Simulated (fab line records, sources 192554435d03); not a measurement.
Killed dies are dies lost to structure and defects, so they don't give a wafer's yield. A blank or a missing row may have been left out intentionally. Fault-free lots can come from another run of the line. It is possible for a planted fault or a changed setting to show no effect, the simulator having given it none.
Split-lot experiment + flow n5Finfet + 21 wafers read across 7 lots, on a route 1938 steps long

THE SPLIT
At N5_BEOL_M0_SAQP_COAT_08 (resist thk 90 nm), the setting spinRpm was moved away from the recipe's 1500 rpm on 10 of the 21 wafers read, by -7.4% to +4.2%. This setting was run at the recipe's value on the other wafers.

FROM THE SPLIT TO THE READING: what the file shows between them, 4 steps
- N5_BEOL_M0_SAQP_EBR_10
- N5_BEOL_M0_SAQP_SOFTBAKE_09: time 60 s
- N5_BEOL_M0_SAQP_EXPOSE_11: exposes mask M0 CORE, target cd 42 nm
- N5_BEOL_M0_SAQP_PEB_12: peb time 60 s

THE READING
CAR-ArF_of_BEOL_M0_SAQP_COAT_08.thkNm (the simulator's own value, which no gauge read), in nm, at N5_BEOL_M0_SAQP_DEVELOP_13 (develop time 30 s). No usual value for it is given in the file. Here, 11 wafers ran the recipe; their average is 88.3 nm with a standard deviation of 0.26 nm.

| wafer  | tool, chamber at the split | spinRpm as run, rpm | against the recipe | CAR-ArF_of_BEOL_M0_SAQP_COAT_08.thkNm, nm | against lot-mates on the recipe |
|--------|----------------------------|---------------------|--------------------|-------------------------------------------|---------------------------------|
| L075.1 | lithoTrack-05, 0           | 1500                | recipe             | 88.2                                      | -                               |
| L075.3 | lithoTrack-05, 0           | 1417                | -5.5%              | 90.4                                      | +2.4                            |
| L075.6 | lithoTrack-05, 0           | 1500                | recipe             | 87.8                                      | -                               |
| L080.2 | lithoTrack-03, 0           | 1500                | recipe             | 88.2                                      | -                               |
| L080.3 | lithoTrack-03, 0           | 1389                | -7.4%              | 91.8                                      | +3.5                            |
| L080.5 | lithoTrack-03, 0           | 1500                | recipe             | 88.4                                      | -                               |
| L084.1 | lithoTrack-03, 0           | 1563                | +4.2%              | 86.6                                      | -1.8                            |
| L084.5 | lithoTrack-03, 0           | 1500                | recipe             | 88.2                                      | -                               |
| L084.6 | lithoTrack-03, 0           | 1500                | recipe             | 88.6                                      | -                               |
| L085.3 | lithoTrack-03, 0           | 1500                | recipe             | 88.6                                      | -                               |
| L085.5 | lithoTrack-03, 0           | 1500                | recipe             | 88.8                                      | -                               |
| L085.6 | lithoTrack-03, 0           | 1500                | recipe             | 88.4                                      | -                               |
| L089.2 | lithoTrack-03, 0           | 1426                | -4.9%              | 90.6                                      | no lot-mate on the recipe       |
| L089.5 | lithoTrack-03, 0           | 1426                | -4.9%              | 90.8                                      | no lot-mate on the recipe       |
| L089.6 | lithoTrack-03, 0           | 1426                | -4.9%              | 91                                        | no lot-mate on the recipe       |
| L094.1 | lithoTrack-02, 0           | 1438                | -4.1%              | 90.6                                      | +2.4                            |
| L094.2 | lithoTrack-02, 0           | 1438                | -4.1%              | 90.2                                      | +2.0                            |
| L094.4 | lithoTrack-02, 0           | 1500                | recipe             | 88.2                                      | -                               |
| L096.1 | lithoTrack-05, 0           | 1453                | -3.1%              | 89.8                                      | +1.6                            |
| L096.6 | lithoTrack-05, 0           | 1453                | -3.1%              | 89.8                                      | +1.6                            |
| L096.3 | lithoTrack-05, 0           | 1500                | recipe             | 88.2                                      | -                               |

THE FIT
A straight line over all 21 wafers: CAR-ArF_of_BEOL_M0_SAQP_COAT_08.thkNm changes by -0.461 nm for each +1% of spinRpm; r = -0.98; the points scatter about the line by 0.26 nm.
The same after taking each lot's own level away (the mean of its wafers on the recipe; 18 wafers): -0.472 nm for each +1%; r = -0.99; scatter 0.18 nm.
According to that fit, moving spinRpm by its largest amount changes the reading by 3.5 nm.
The lots' own levels span 88.00 to 88.60 nm, that is 2.3 times the standard deviation above.
Consequently the slope shifts little with the lot-to-lot level, the two slopes agreeing.
Check: for one of the wafers moved furthest among these (-7.4%), held out of the fit, the line's prediction against its lot-mates is +3.55 nm. Against them it came out at +3.5 nm.

THE OTHER SPLITS THESE WAFERS WENT THROUGH
Other splits were also applied to these wafers ahead of the reading. Each is held against what the fit with the lots' levels taken away leaves over:
| other split on the same wafers                | wafers away from the commonest value | r with CAR-ArF_of_BEOL_M0_SAQP_COAT_08.thkNm (lot level and that fit taken away) |
|-----------------------------------------------|--------------------------------------|----------------------------------------------------------------------------------|
| N5_HKMG_FIN_DESCUM_53 timeS                   | 6                                    | -0.21                                                                            |
| N5_GATE_CUT_CUT_ETCH_54 icpW                  | 10                                   | +0.31                                                                            |
| N5_MOL_CONTACT_COAG_EXPOSE_81 doseMj          | 8                                    | -0.34                                                                            |
| N5_MOL_CONTACT_COAG_ETCHBACK_136 targetDepthA | 4                                    | -0.16                                                                            |
| N5_MOL_CONTACT_COAG_CVD_140 targetThkA        | 7                                    | -0.01                                                                            |
| N5_BEOL_M0_SAQP_PECVD_96 timeS                | 9                                    | -0.13                                                                            |

THE WHOLE CHAIN: every reading that the file lists as answering this split, in the file's order
| step                       | what it does      | reading                                                                                | change (the file's fit)               | r (the file's) |
|----------------------------|-------------------|----------------------------------------------------------------------------------------|---------------------------------------|----------------|
| N5_BEOL_M0_SAQP_COAT_08    | resist thk 90 nm  | CAR-ArF_of_BEOL_M0_SAQP_COAT_08.thkNm (the simulator's own value, which no gauge read) | -0.48 nm for each +1% of the setting  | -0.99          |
| N5_BEOL_M0_SAQP_DEVELOP_13 | develop time 30 s | CAR-ArF_of_BEOL_M0_SAQP_COAT_08.thkNm (the simulator's own value, which no gauge read) | -0.468 nm for each +1% of the setting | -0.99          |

FILE'S OWN FIT
CAR-ArF_of_BEOL_M0_SAQP_COAT_08.thkNm changes by -0.468 nm for each +1% of spinRpm, r = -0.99.
